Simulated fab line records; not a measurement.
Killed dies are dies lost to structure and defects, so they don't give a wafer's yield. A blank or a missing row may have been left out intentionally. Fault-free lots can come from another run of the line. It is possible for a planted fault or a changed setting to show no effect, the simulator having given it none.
A lot that was struck, set against a sound lot    flow n5_finfet    14 steps out of a route of 1938
Sound: the wafers L630.3, L630.4, L630.5. The struck wafers were L626.1, L626.4, L626.5. At the end, the cause is stated.
For every step that has rows: the tool of each side, followed by ch and its chambers, followed by its first start. Under that, the readings that differ: sound wafers    struck wafers    difference of the means    sigmas: that difference in standard deviations of wafers without a fault.
alike: a reading whose means differ by less than 2 such deviations, as well as words and numbers matching on both sides. not compared: withheld readings; readings where some wafer has no value; bounds like >300 that might hide an equal value; numbers whose values overlap and for which the record gives no deviation.
Wherever a step has rows on one side only, a row that says differs or no value, or a row with sigmas, the two part there. Numbers that don't overlap but have no deviation are shown without sigmas and don't part them. A reading that every wafer of one side lacks parts them only if that side has two wafers or more.

N5_MIM_BOT_ETCH_ETCH_03: etches the open film in Cl2/BCl3, target depth 12 nm.
  sound on rie_metal-03 ch 0,1, day 14 17:48; struck on rie_metal-03 ch 0,1, day 14 04:06
  alike: drypump_motor_current_A, oes_product_au, throttle_valve_pct
  not compared: rf_hours_counter_h
N5_MIM_BOT_ETCH_ETCH_00: etches TiN in Cl2/BCl3, target depth 45.5 nm.
  sound on rie_metal-03 ch 0,1, day 14 17:54; struck on rie_metal-03 ch 0,1, day 14 04:11
  alike: drypump_motor_current_A, oes_product_au, throttle_valve_pct
  not compared: rf_hours_counter_h
N5_MIM_BOT_ETCH_STRIP_01: strips in O2.
  sound on rie_diel-03 ch 1,2, day 14 18:19; struck on rie_diel-05 ch 1,2, day 14 04:28
  alike: drypump_motor_current_A, oes_product_au, rf_vpp_V, showerhead_plenum_p_Torr, throttle_valve_pct
  not compared: rf_hours_counter_h
then, 3 steps without rows for these wafers: N5_MIM_BOT_ETCH_STRIP_02 (strips in post etch residue remover, time 1200 s); N5_MIM_BOT_ETCH_CLEAN_05 (cleans in IPA, time 180 s); N5_MIM_BOT_ETCH_SRD_06 (time 30 s).
N5_PASSIVATION_PECVD_55: deposits SiO2 from SiH4/N2O, target thk 400 nm, time 22.5 s.
  sound on pecvd-01 ch 1,2, day 14 18:49; struck on pecvd-03 ch 0,1, day 14 05:00
  alike: heater_power_w, showerhead_plenum_p_Torr, throttle_valve_pct
N5_PASSIVATION_PECVD_01: deposits SiNx from SiH4/NH3/N2, target thk 200 nm, time 43.2 s.
  sound on pecvd-01 ch 1,2, day 14 18:50; struck on pecvd-03 ch 0,1, day 14 05:02
  alike: heater_power_w, showerhead_plenum_p_Torr, throttle_valve_pct
then, 4 steps without rows for these wafers: N5_PASSIVATION_HMDS_03 (time 60 s); N5_PASSIVATION_COAT_04; N5_PASSIVATION_EBR_06; N5_PASSIVATION_SOFTBAKE_05 (time 90 s).
N5_PASSIVATION_EXPOSE_07: exposes mask TV, defocus 0 nm, target cd 3000 nm.
  sound on krf_scanner-02 ch 0, day 14 20:24; struck on krf_scanner-02, day 14 09:59
  no value came back on the struck wafers for exposure_dose_mJ_cm2, focus_offset_nm (nm); on the sound wafers exposure_dose_mJ_cm2 reads 22.715 22.714 22.749
  alike: mask
following that, these wafers have no rows for 1 step: N5_PASSIVATION_PEB_08.

== WHERE THEY PART ==
N5_PASSIVATION_EXPOSE_07 only, going by this record.

WHY: the cause the simulator had injected
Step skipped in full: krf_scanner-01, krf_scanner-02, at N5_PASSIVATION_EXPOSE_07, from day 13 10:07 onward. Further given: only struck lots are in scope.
